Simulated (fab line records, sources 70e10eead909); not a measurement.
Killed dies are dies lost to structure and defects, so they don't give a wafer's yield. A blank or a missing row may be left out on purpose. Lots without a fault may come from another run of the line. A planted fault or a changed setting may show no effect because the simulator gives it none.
fab line records | flow nand_harc | part 1 of 2: steps 1 to 23 of 31
record lots=5 wafers=15 last_day=33
route steps=1302 shown A_CHANNEL_FILL_D2@633 A_STAIRCASE@639
lots that met no fault: from a run of the same line without faults
start_h: hours from the record's first day to the start of the lot's first wafer shown | wait_h: hours since the lot's step before | " the same as in the row above | L1.1+2: a row that stands for several wafers | - no value, or no start given | * or withheld: withheld | < > ~ a bound
route shown NAME@n: a module of which the file shows steps, and the number in the route of the first | usual: mean/standard deviation of fault-free wafers | same: alike in all rows | chamber/n: place in a boat | sites: the reading at each site | _std_site: their standard deviation | _edge_site: outer sites' mean less inner sites' | radius_mm: how far each site lies from the wafer's centre | mask NAME#n: copy n | behind: the tool/chamber that last shaped the wafer | hold: why the lot was held/for how many hours/how that ended | device: the transistor (n, p or np) that didn't switch | end of line: the same wafers' tests at the end of the route | a step without rows: its recipe alone | killed: dies lost to structure and defects at the first sort, not the wafer's yield | map: a wafer's dies, x killed, . not, _ none there
set.NAME: the setting as run; set.NAME@STEP: as run at that earlier step | model.NAME: the simulator's own value behind a step, which no gauge read
lots at some steps of the route; a table a step, a row a wafer
services: from which hour (start_h, from the record's first day; less than 0 if before it) a tool's chamber was out of use, for how many hours, and why
## steps
# step NHARC_A_CHANNEL_FILL_D2_CMP_10
# recipe target_thk_nm=150
# usual motor_current_A=12.1/1.2 pad_life_wafers=176/95 slurry_flow_ml_min=149.9/0.44 time_to_endpoint_s=14.7/2.9
# columns lot.wafer tool chamber start_h wait_h motor_current_A pad_life_wafers slurry_flow_ml_min time_to_endpoint_s
L076.4 cmp-04 2 356.00 0.4 10.7 186 150.0 13.0
L076.3 " 0 " " 12.4 188 149.9 14.8
L076.1 " 1 " " 10.8 189 149.5 15.0
L078.4 cmp-04 2 388.00 0.4 11.6 342 149.9 11.9
L078.1 " 0 " " 12.5 344 149.9 15.6
L078.2 " 1 " " 10.3 345 150.2 13.2
L080.1 cmp-02 1 408.92 0.4 12.0 252 149.2 15.0
L080.2 " 0 " " 11.9 255 150.5 13.3
L080.5 " 2 " " 11.5 - 150.3 10.8
L086.2 cmp-04 0 457.67 0.4 12.4 211 150.0 19.3
L086.3 " 1 " " 10.2 212 149.6 17.1
L086.5 " 3 " " 13.3 - 150.4 15.7
L096.4 cmp-02 2 575.19 0.4 11.2 157 149.6 12.8
L096.3 " 0 " " 12.9 159 149.9 16.5
L096.6 " 1 " " 12.0 - 149.5 19.9
# step NHARC_A_CHANNEL_FILL_D2_SRD_12
# columns lot.wafer tool chamber start_h wait_h
L076.4+3+1 wet_bench-06 4,5,6 356.30 0.0
L078.2+1+4 wet_bench-01 2,5,6 388.30 0.0
L080.2+5+1 wet_bench-02 2,6,7 409.22 0.0
L086.3+5+2 wet_bench-06 3,4,0 457.94 0.0
L096.4+3+6 wet_bench-02 5,6,7 575.47 0.0
# step NHARC_A_CHANNEL_FILL_D2_RTA_24
# recipe temp_c=1000 time_s=5
# usual lamp_power_pct=30.9/1.8 wafer_temp_C_max=1004.2/1.2
# columns lot.wafer tool chamber start_h wait_h lamp_power_pct wafer_temp_C_max
L076.1 rtp_anneal-01 0 356.56 0.2 32.6 1003.8
L076.3 " 0 " " 32.6 1003.1
L076.4 " 0 " " 32.6 1003.8
L078.1 rtp_anneal-01 0 388.41 0.0 32.6 1003.3
L078.2 " 0 " " 32.6 1004.6
L078.4 " 0 " " 32.6 1003.3
L080.1 rtp_anneal-02 0 409.34 0.0 29.0 1004.0
L080.2 " 0 " " 29.0 1004.4
L080.5 " 0 " " 29.0 1004.4
L086.2 rtp_anneal-02 0 458.09 0.1 29.0 1004.2
L086.3 " 0 " " 29.0 1003.3
L086.5 " 0 " " 29.0 1005.3
L096.3 rtp_anneal-01 0 575.64 0.1 32.6 1002.9
L096.4 " 0 " " 32.5 1003.3
L096.6 " 0 " " 32.6 1002.7
# step NHARC_A_CHANNEL_FILL_D2_INSPECT_13
# usual raw_defect_count=336/99
# columns lot.wafer tool chamber start_h wait_h raw_defect_count
L076.1 defect_inspect-02 - 356.76 0.2 178
L076.3 " - " " 181
L076.4 " - " " 247
L078.1 defect_inspect-02 - 388.61 0.2 280
L078.2 " - " " 426
L078.4 " - " " 313
L080.1 defect_inspect-01 - 409.54 0.2 272
L080.2 " - " " 297
L080.5 " - " " 369
L086.2 defect_inspect-02 - 458.26 0.1 140
L086.3 " - " " 189
L086.5 " - " " 257
L096.3 defect_inspect-02 - 575.78 0.1 171
L096.4 " - " " 225
L096.6 " - " " 410
# step NHARC_A_STAIRCASE_DEP_156
# recipe target_thk_a=500 temp_c=400 target_thk_nm=50 flow_sccm=200 rf_w=450 material=SiNx
# usual heater_power_w=694/77
# columns lot.wafer tool chamber start_h wait_h heater_power_w
L076.1 pecvd-02 0 356.82 0.1 684
L076.3 " 1 " " 812
L076.4 " 0 " " 685
L078.1 pecvd-02 2 388.71 0.1 637
L078.2 " 0 " " 614
L078.4 " 2 " " 638
L080.2 pecvd-03 2 409.77 0.2 593
L080.1 " 1 " " 773
L080.5 " 0 " " 564
L086.2 pecvd-02 1 458.33 0.1 783
L086.3 " 2 " " 646
L086.5 " 0 " " 699
L096.3 pecvd-04 0 575.90 0.1 733
L096.6 " 1 " " 635
L096.4 " 0 " " 735
# step NHARC_A_STAIRCASE_DEHYDRATE_158
# recipe temp_c=150 time_s=120
# usual plate_temp_C=149.98/0.14 resist_line_temp_C=23.03/0.11
# columns lot.wafer tool chamber start_h wait_h plate_temp_C resist_line_temp_C
L076.1 litho_track-02 0 357.10 0.2 149.94 23.02
L076.3 " 0 " " 150.08 23.11
L076.4 " 0 " " 149.89 23.14
L078.1 litho_track-03 0 388.95 0.2 150.05 22.90
L078.2 " 0 " " 150.01 22.91
L078.4 " 0 " " 150.02 23.05
L080.1 litho_track-05 0 410.04 0.2 149.69 23.01
L080.2 " 0 " " 149.94 23.07
L080.5 " 0 " " 150.00 23.04
L086.2 litho_track-03 0 458.60 0.2 149.76 22.86
L086.3 " 0 " " 149.88 23.04
L086.5 " 0 " " 149.78 22.89
L096.3 litho_track-03 0 576.12 0.2 149.91 22.90
L096.4 " 0 " " 149.77 23.03
L096.6 " 0 " " 149.88 22.97
# step NHARC_A_STAIRCASE_HMDS_159
# recipe time_s=30
# usual resist_line_temp_C=23.02/0.1
# columns lot.wafer tool chamber start_h wait_h resist_line_temp_C
L076.1 litho_track-02 0 - - 23.03
L076.3 " 0 " " 22.95
L076.4 " 0 " " 23.11
L078.1 litho_track-03 0 - - 23.08
L078.2 " 0 " " 23.04
L078.4 " 0 " " 23.17
L080.1 litho_track-05 0 - - 23.14
L080.2 " 0 " " 23.04
L080.5 " 0 " " 23.02
L086.2 litho_track-03 0 - - 22.82
L086.3 " 0 " " 23.06
L086.5 " 0 " " 22.87
L096.3 litho_track-03 0 - - 22.83
L096.4 " 0 " " 22.94
L096.6 " 0 " " 22.98
# step NHARC_A_STAIRCASE_COAT_160
# recipe spin_rpm=1200
# usual resist_line_temp_C=22.98/0.12
# columns lot.wafer tool chamber start_h wait_h resist_line_temp_C
L076.1 litho_track-02 0 - - 22.98
L076.3 " 0 " " 22.98
L076.4 " 0 " " 23.05
L078.1 litho_track-03 0 - - 23.01
L078.2 " 0 " " 23.03
L078.4 " 0 " " 23.00
L080.1 litho_track-05 0 - - 22.95
L080.2 " 0 " " 22.88
L080.5 " 0 " " 22.99
L086.2 litho_track-03 0 - - 22.79
L086.3 " 0 " " 22.94
L086.5 " 0 " " 22.96
L096.3 litho_track-03 0 - - 23.22
L096.4 " 0 " " 23.07
L096.6 " 0 " " 23.22
# step NHARC_A_STAIRCASE_SOFTBAKE_161
# recipe temp_c=135 time_s=170
# usual plate_temp_C=134.99/0.13 resist_line_temp_C=23.00/0.1
# columns lot.wafer tool chamber start_h wait_h plate_temp_C resist_line_temp_C
L076.1 litho_track-02 0 - - 134.77 22.93
L076.3 " 0 " " 134.99 23.01
L076.4 " 0 " " 134.85 23.08
L078.1 litho_track-03 0 - - 134.95 22.91
L078.2 " 0 " " 134.69 22.99
L078.4 " 0 " " 134.91 22.92
L080.1 litho_track-05 0 - - 135.01 23.07
L080.2 " 0 " " 135.17 23.11
L080.5 " 0 " " 134.98 23.21
L086.2 litho_track-03 0 - - 134.99 23.12
L086.3 " 0 " " 134.94 22.95
L086.5 " 0 " " 134.98 23.10
L096.3 litho_track-03 0 - - 135.00 23.13
L096.4 " 0 " " 134.93 23.05
L096.6 " 0 " " 135.12 23.18
# step NHARC_A_STAIRCASE_EBR_162
# usual resist_line_temp_C=22.98/0.094
# columns lot.wafer tool chamber start_h wait_h resist_line_temp_C
L076.1 litho_track-02 0 - - 23.05
L076.3 " 0 " " 22.92
L076.4 " 0 " " 22.75
L078.1 litho_track-03 0 - - 22.80
L078.2 " 0 " " 22.98
L078.4 " 0 " " 22.82
L080.1 litho_track-05 0 - - 23.06
L080.2 " 0 " " 23.21
L080.5 " 0 " " 22.99
L086.2 litho_track-03 0 - - 22.85
L086.3 " 0 " " 23.07
L086.5 " 0 " " 22.97
L096.3 litho_track-03 0 - - 22.84
L096.4 " 0 " " 22.75
L096.6 " 0 " " 22.89
# step NHARC_A_STAIRCASE_EXPOSE_163
# recipe na=0.5 dose_mj=20.01 mask_id=STAIR_OPEN
# usual reticle_temp_C=23.01/0.12
# columns lot.wafer tool chamber start_h wait_h mask reticle_temp_C
L076.1 krf_scanner-02 0 357.43 - STAIR_OPEN#0 22.96
L076.3 " 0 " " STAIR_OPEN#0 22.91
L076.4 " 0 " " STAIR_OPEN#0 22.78
L078.1 krf_scanner-04 0 389.28 - STAIR_OPEN#0 22.89
L078.2 " 0 " " STAIR_OPEN#0 22.86
L078.4 " 0 " " STAIR_OPEN#0 22.71
L080.1 krf_scanner-04 0 410.37 - STAIR_OPEN#0 22.99
L080.2 " 0 " " STAIR_OPEN#0 22.94
L080.5 " 0 " " STAIR_OPEN#0 22.95
L086.2 krf_scanner-01 0 458.94 - STAIR_OPEN#0 23.36
L086.3 " 0 " " STAIR_OPEN#0 23.27
L086.5 " 0 " " STAIR_OPEN#0 23.13
L096.3 krf_scanner-02 0 576.46 - STAIR_OPEN#0 22.97
L096.4 " 0 " " STAIR_OPEN#0 23.10
L096.6 " 0 " " STAIR_OPEN#0 22.99
# step NHARC_A_STAIRCASE_PEB_164
# recipe peb_temp_c=115 peb_time_s=130
# usual plate_temp_C=115.00/0.12 resist_line_temp_C=22.99/0.11
# columns lot.wafer tool chamber start_h wait_h plate_temp_C resist_line_temp_C
L076.1 litho_track-02 0 357.50 0.1 114.98 22.97
L076.3 " 0 " " 114.84 22.71
L076.4 " 0 " " 115.19 22.84
L078.1 litho_track-05 0 389.35 0.1 114.94 23.17
L078.2 " 0 " " 114.93 23.03
L078.4 " 0 " " 115.07 22.93
L080.1 litho_track-02 0 410.44 0.1 114.98 23.11
L080.2 " 0 " " 114.92 23.08
L080.5 " 0 " " 114.85 22.95
L086.2 litho_track-03 0 459.00 0.1 114.86 22.91
L086.3 " 0 " " 114.78 22.91
L086.5 " 0 " " 114.95 22.83
L096.3 litho_track-02 0 576.52 0.0 114.93 22.98
L096.4 " 0 " " 114.94 23.10
L096.6 " 0 " " 114.80 22.96
# step NHARC_A_STAIRCASE_DEVELOP_165
# recipe time_s=140
# usual resist_line_temp_C=22.98/0.098
# columns lot.wafer tool chamber start_h wait_h resist_line_temp_C
L076.1 litho_track-02 0 - - 23.04
L076.3 " 0 " " 23.07
L076.4 " 0 " " 23.09
L078.1 litho_track-05 0 - - 22.82
L078.2 " 0 " " 23.06
L078.4 " 0 " " 22.87
L080.1 litho_track-02 0 - - 22.95
L080.2 " 0 " " 22.89
L080.5 " 0 " " 22.93
L086.2 litho_track-03 0 - - 22.97
L086.3 " 0 " " 22.94
L086.5 " 0 " " 22.87
L096.3 litho_track-02 0 - - 23.07
L096.4 " 0 " " 22.83
L096.6 " 0 " " 23.06
# step NHARC_A_STAIRCASE_HARDBAKE_167
# recipe temp_c=120 time_s=140
# usual resist_line_temp_C=23.01/0.11
# columns lot.wafer tool chamber start_h wait_h resist_line_temp_C
L076.1 litho_track-02 0 357.72 - 23.12
L076.3 " 0 " " 22.96
L076.4 " 0 " " 22.92
L078.1 litho_track-03 0 389.57 - 22.93
L078.2 " 0 " " 22.93
L078.4 " 0 " " 22.92
L080.1 litho_track-05 0 410.66 - 23.00
L080.2 " 0 " " 22.87
L080.5 " 0 " " 22.97
L086.2 litho_track-03 0 459.23 - 22.92
L086.3 " 0 " " 22.84
L086.5 " 0 " " 23.04
L096.3 litho_track-05 0 576.74 - 23.02
L096.4 " 0 " " 22.99
L096.6 " 0 " " 23.07
# step NHARC_A_STAIRCASE_DESCUM_168
# recipe time_s=3 o2_flow_sccm=200 ar_flow_sccm=0 bias_power_w=0 chemistry=O2
# usual drypump_motor_current_A=5.7/0.36 mfc_ar_sccm=0.008/0.011 oes_product_au=1.003/0.011 rf_vpp_V=57.6/0.95 showerhead_plenum_p_Torr=1.91/0.089 throttle_valve_pct=11.312/0.0094
# columns lot.wafer tool chamber start_h wait_h drypump_motor_current_A mfc_ar_sccm oes_product_au rf_hours_counter_h rf_vpp_V showerhead_plenum_p_Torr throttle_valve_pct
L076.1 rie_diel-01 0 357.81 - 5.7 0.010 1.017 44 57.5 1.86 11.292
L076.3 " 1 " " 6.2 0 1.001 43 58.0 1.78 11.296
L076.4 " 3 " " 6.3 0 1.011 43 57.6 1.92 11.306
L078.2 rie_diel-07 1 389.66 - 5.9 0.018 0.993 26 56.3 2.05 11.320
L078.4 " 3 " " 5.4 0.027 0.986 27 58.1 2.05 11.307
L078.1 " 0 " " 5.2 0 1.008 28 58.4 1.97 11.317
L080.1 rie_diel-04 2 410.76 - 5.6 0.037 0.989 15 57.6 1.94 11.311
L080.2 " 3 " " 5.6 0.004 1.004 15 59.0 1.95 11.308
L080.5 " 1 " " 5.5 0 1.009 - 57.1 2.02 11.319
L086.3 rie_diel-07 1 459.34 - 5.9 0.018 1.005 45 57.8 2.04 11.320
L086.2 " 2 " " 5.1 0.003 0.997 47 58.4 1.84 11.332
L086.5 " 3 " " 5.4 0.027 0.974 - 58.0 2.04 11.314
L096.3 rie_diel-01 1 576.85 - 6.3 0 0.993 5 57.6 2.07 11.310
L096.6 " 2 " " 5.7 0 0.988 - 56.5 1.90 11.306
L096.4 " 0 " " 5.7 0.010 1.013 - 58.1 1.84 11.305
# step NHARC_A_STAIRCASE_ETCH_169
# recipe target_depth_a=500 time_s=107.1 ion_energy_ev=120 ch3f_flow_sccm=50 o2_flow_sccm=30 ar_flow_sccm=200 rf_w=500 bias_w=100 chemistry=CH3F/O2
# usual drypump_motor_current_A=5.8/0.36 mfc_ar_sccm=200.0/0.57 oes_product_au=0.967/0.016 rf_vpp_V=244.3/1.7 showerhead_plenum_p_Torr=2.46/0.11 throttle_valve_pct=20.663/0.0093
# columns lot.wafer tool chamber start_h wait_h drypump_motor_current_A mfc_ar_sccm oes_product_au rf_hours_counter_h rf_vpp_V showerhead_plenum_p_Torr throttle_valve_pct
L076.1 rie_diel-01 1 357.90 0.1 6.2 200.3 0.970 43 241.4 2.30 20.667
L076.3 " 2 " " 5.7 199.4 0.985 42 245.6 2.47 20.675
L076.4 " 3 " " 6.3 199.3 0.985 43 244.0 2.47 20.660
L078.2 rie_diel-07 3 389.75 0.1 5.4 200.3 0.973 27 247.2 2.62 20.675
L078.1 " 0 " " 5.2 199.3 0.981 28 246.0 2.53 20.668
L078.4 " 1 " " 5.8 199.5 0.964 26 247.2 2.63 20.664
L080.1 rie_diel-04 0 410.84 0.1 5.8 200.9 0.962 13 246.2 2.61 20.658
L080.2 " 1 " " 5.5 199.6 0.969 13 246.2 2.59 20.646
L080.5 " 0 " " 5.8 200.4 0.961 - 246.2 2.61 20.671
L086.3 rie_diel-07 0 459.42 0.1 5.2 200.2 0.966 47 243.3 2.53 20.668
L086.2 " 1 " " 5.9 198.5 0.994 45 246.0 2.62 20.678
L086.5 " 3 " " 5.4 200.1 0.943 - 245.5 2.61 20.670
L096.3 rie_diel-01 0 576.94 0.1 5.7 200.3 0.991 5 243.5 2.36 20.668
L096.6 " 2 " " 5.7 200.4 0.961 - 244.6 2.44 20.653
L096.4 " 1 " " 6.2 200.6 0.960 - 246.1 2.66 20.678
# step NHARC_A_STAIRCASE_ETCH_170
# recipe target_depth_a=2000 time_s=66.667 ion_energy_ev=250 c4f6_flow_sccm=25 o2_flow_sccm=20 ar_flow_sccm=500 rf_w=600 bias_w=500 chemistry=C4F6/O2
# usual drypump_motor_current_A=5.8/0.35 mfc_ar_sccm=500.1/1.5 oes_product_au=0.977/0.015 rf_vpp_V=547/3.4 showerhead_plenum_p_Torr=3.92/0.16 throttle_valve_pct=26.904/0.0087
# columns lot.wafer tool chamber start_h wait_h drypump_motor_current_A mfc_ar_sccm oes_product_au rf_hours_counter_h rf_vpp_V showerhead_plenum_p_Torr throttle_valve_pct
L076.3 rie_diel-01 0 - - 5.7 498.7 0.989 44 545 3.82 26.906
L076.1 " 1 " " 6.3 497.9 0.974 43 542 3.68 26.903
L076.4 " 3 " " 6.3 500.9 0.985 43 547 3.93 26.907
L078.4 rie_diel-07 2 - - 5.2 500.4 0.968 28 545 3.79 26.898
L078.2 " 3 " " 5.4 501.9 0.971 27 552 4.17 26.898
L078.1 " 0 " " 5.2 501.6 0.984 28 551 4.04 26.910
L080.2 rie_diel-04 3 - - 5.6 502.0 0.998 15 549 3.98 26.922
L080.1 " 0 " " 5.8 502.9 0.987 13 551 4.15 26.905
L080.5 " 2 " " 5.7 499.5 0.975 - 547 3.97 26.921
L086.2 rie_diel-07 3 - - 5.4 499.4 0.958 52 551 4.16 26.894
L086.3 " 0 " " 5.2 501.3 0.974 47 549 4.02 26.897
L086.5 " 0 " " 5.2 501.8 0.979 - 548 4.02 26.901
L096.3 rie_diel-01 2 - - 5.7 500.3 0.982 5 544 3.90 26.898
L096.6 " 2 " " 5.7 498.8 0.990 - 548 3.90 26.903
L096.4 " 0 " " 5.7 501.9 1.006 - 543 3.78 26.907
# step NHARC_A_STAIRCASE_STRIP_171
# recipe power_w=1500 temp_c=250 chemistry=O2
# usual drypump_motor_current_A=5.8/0.32 heater_power_w=346/43
# columns lot.wafer tool chamber start_h wait_h drypump_motor_current_A heater_power_w rf_hours_counter_h
L076.1 plasma_asher-01 1 358.13 - 6.3 312 2
L076.3 " 1 " " 6.3 321 -
L076.4 " 0 " " 5.5 432 -
L078.1 plasma_asher-02 1 389.97 - 5.8 313 26
L078.2 " 0 " " 5.5 330 26
L078.4 " 1 " " 5.8 311 -
L080.1 plasma_asher-01 1 411.12 - 6.3 307 12
L080.2 " 0 " " 5.4 427 12
L080.5 " 0 " " 5.4 427 -
L086.2 plasma_asher-01 1 459.64 - 6.3 307 22
L086.3 " 1 " " 6.3 308 -
L086.5 " 1 " " 6.3 310 -
L096.4 plasma_asher-02 0 577.47 - 5.5 328 -
L096.3 " 1 " " 5.8 322 -
L096.6 " 0 " " 5.5 338 -
# step NHARC_A_STAIRCASE_STRIP_172
# recipe time_s=900 temp_c=130 chemistry=SPM
# columns lot.wafer tool chamber start_h wait_h
L076.1+4+3 wet_bench-03 5,6,0 358.49 0.3
L078.4+2+1 wet_bench-09 4,5,6 390.33 0.2
L080.1+2+5 wet_bench-05 4,7,0 411.46 0.3
L086.5+2+3 wet_bench-05 7,3,4 459.99 0.1
L096.6+3+4 wet_bench-09 5,7,1 577.73 0.1
# step NHARC_A_STAIRCASE_PRECLEAN_173
# recipe time_s=* temp_c=50 bath_age_min=0 chemistry=SC1
# same bath_age_min=0
# columns lot.wafer tool chamber start_h wait_h
L076.1+4+3 wet_bench-03 5,6,0 - -
L078.4+2+1 wet_bench-09 4,5,6 - -
L080.1+2+5 wet_bench-05 4,7,0 - -
L086.5+2+3 wet_bench-05 7,3,4 - -
L096.6+3+4 wet_bench-09 5,7,1 - -
# step NHARC_A_STAIRCASE_SRD_174
# columns lot.wafer tool chamber start_h wait_h
L076.1+4+3 wet_bench-03 5,6,0 - -
L078.4+2+1 wet_bench-09 4,5,6 - -
L080.1+2+5 wet_bench-05 4,7,0 - -
L086.5+2+3 wet_bench-05 7,3,4 - -
L096.6+3+4 wet_bench-09 5,7,1 - -
# step NHARC_A_STAIRCASE_DEHYDRATE_01
# recipe temp_c=150 time_s=120
# usual plate_temp_C=150.03/0.17 resist_line_temp_C=22.99/0.12
# columns lot.wafer tool chamber start_h wait_h plate_temp_C resist_line_temp_C
L076.1 litho_track-05 0 358.93 - 150.03 23.00
L076.3 " 0 " " 150.04 22.93
L076.4 " 0 " " 149.83 22.87
L078.1 litho_track-02 0 390.78 - 150.26 23.06
L078.2 " 0 " " 150.24 22.96
L078.4 " 0 " " 150.28 22.91
L080.1 litho_track-02 0 411.92 - 150.23 23.03
L080.2 " 0 " " 150.12 23.09
L080.5 " 0 " " 150.32 23.08
L086.2 litho_track-05 0 460.45 - 150.11 22.88
L086.3 " 0 " " 150.19 22.92
L086.5 " 0 " " 150.02 22.93
L096.3 litho_track-03 0 578.18 - 150.11 22.97
L096.4 " 0 " " 150.05 22.99
L096.6 " 0 " " 150.02 22.70
# step NHARC_A_STAIRCASE_HMDS_02
# recipe time_s=30
# usual resist_line_temp_C=23.00/0.11
# columns lot.wafer tool chamber start_h wait_h resist_line_temp_C
L076.1 litho_track-05 0 - - 22.98
L076.3 " 0 " " 23.06
L076.4 " 0 " " 23.00
L078.1 litho_track-02 0 - - 23.06
L078.2 " 0 " " 22.86
L078.4 " 0 " " 22.89
L080.1 litho_track-02 0 - - 23.07
L080.2 " 0 " " 23.05
L080.5 " 0 " " 22.95
L086.2 litho_track-05 0 - - 23.20
L086.3 " 0 " " 23.22
L086.5 " 0 " " 23.13
L096.3 litho_track-03 0 - - 23.13
L096.4 " 0 " " 23.09
L096.6 " 0 " " 23.00
